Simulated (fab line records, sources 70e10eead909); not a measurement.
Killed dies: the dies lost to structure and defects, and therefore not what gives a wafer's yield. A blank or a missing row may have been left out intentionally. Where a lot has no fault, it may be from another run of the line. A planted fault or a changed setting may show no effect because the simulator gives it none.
Struck lot and sound lot, side by side / flow nandHarc / 13 steps out of a route of 1159
Sound: wafers L876.2, L876.4, L876.5. Struck: wafers L883.3, L883.4 (left out: L883.6, a lot-mate that was not struck); the cause follows at the end.
Order at every step that has rows: each side's tool, ch and its chambers, its first start. Under that, the readings that differ: sound wafers / struck wafers / difference of the means / sigmas: that difference in standard deviations of wafers without a fault.
alike: words and numbers the same on both sides, and readings whose means are apart by under 2 such deviations; not compared: readings that were withheld, readings missing a value for some wafer, numbers with overlapping values and no deviation given by the record, and bounds like >300 which may hide the same value.
The two part at a step that has a row with sigmas, a row that says differs or no value, or rows on one side only. Non-overlapping numbers with no deviation appear without sigmas and do not part them. A reading missing from all wafers of one side parts the sides only when that side holds two or more wafers.

NHARC_A_ZERO_WELL_INSPECT_17:
  sound: defectInspect-02 at day 8 20:37; struck: defectInspect-01 at day 10 16:02
  alike: rawDefectCount
then, 3 steps without rows for these wafers: NHARC_A_SOURCE_PLATE_PRECLEAN_00 (cleans in HF-LAST, time 60 s); NHARC_A_SOURCE_PLATE_SRD_01; NHARC_A_SOURCE_PLATE_OXIDE_02 (material SiO2, target thk 10 nm, ox time 1362 s).
NHARC_A_SOURCE_PLATE_THK_MEAS_09: measures by ellipsometry.
  sound: filmMetro-01 at day 9 04:57; struck: filmMetro-01 at day 10 23:25
  alike: thkNm
then, 3 steps without rows for these wafers: NHARC_A_SOURCE_PLATE_PVD_04 (deposits WSi2, target thk 50 nm); NHARC_A_SOURCE_PLATE_CVD_03 (deposits poly-Si, target thk 200 nm, time 4000 s); NHARC_A_SOURCE_PLATE_ANNEAL_05 (time 1800 s).
NHARC_A_SOURCE_PLATE_THK_MEAS_06: measures by ellipsometry.
  sound: filmMetro-02 at day 9 18:17; struck: filmMetro-02 at day 11 13:41
  alike: thkNm
NHARC_A_SOURCE_PLATE_INSPECT_08:
  sound: defectInspect-02 at day 9 18:21; struck: defectInspect-01 at day 11 13:46
  alike: rawDefectCount
NHARC_A_ONON_D1_DEP_00: target thk 1000 nm.
  sound on pecvdOnon-04 ch 0, day 9 18:28; struck on pecvdOnon-01 ch 0, day 11 13:57
reading=susceptorTempC (C); sound=399.78 399.95 399.92; struck=400.32 400.60; difference=+0.58; sigmas=+3
NHARC_A_ONON_D1_THK_MEAS_02: measures by ellipsometry.
  sound: filmMetro-01 at day 9 18:55; struck: filmMetro-02 at day 11 14:20
reading=thkNm (nm); sound=994 993 993; struck=630 629; difference=-364; sigmas=-30
then, no rows for these wafers at 1 step: NHARC_A_ONON_D1_DEP_03 (target thk 1000 nm).

## WHERE THEY PART
Last at NHARC_A_ONON_D1_THK_MEAS_02 as far as this record goes, first at NHARC_A_ONON_D1_DEP_00.

WHY: whatever the simulator had introduced
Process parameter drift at NHARC_A_ONON_D1_DEP_00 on pecvdOnon-01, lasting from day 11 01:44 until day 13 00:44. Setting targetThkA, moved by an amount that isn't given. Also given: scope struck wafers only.
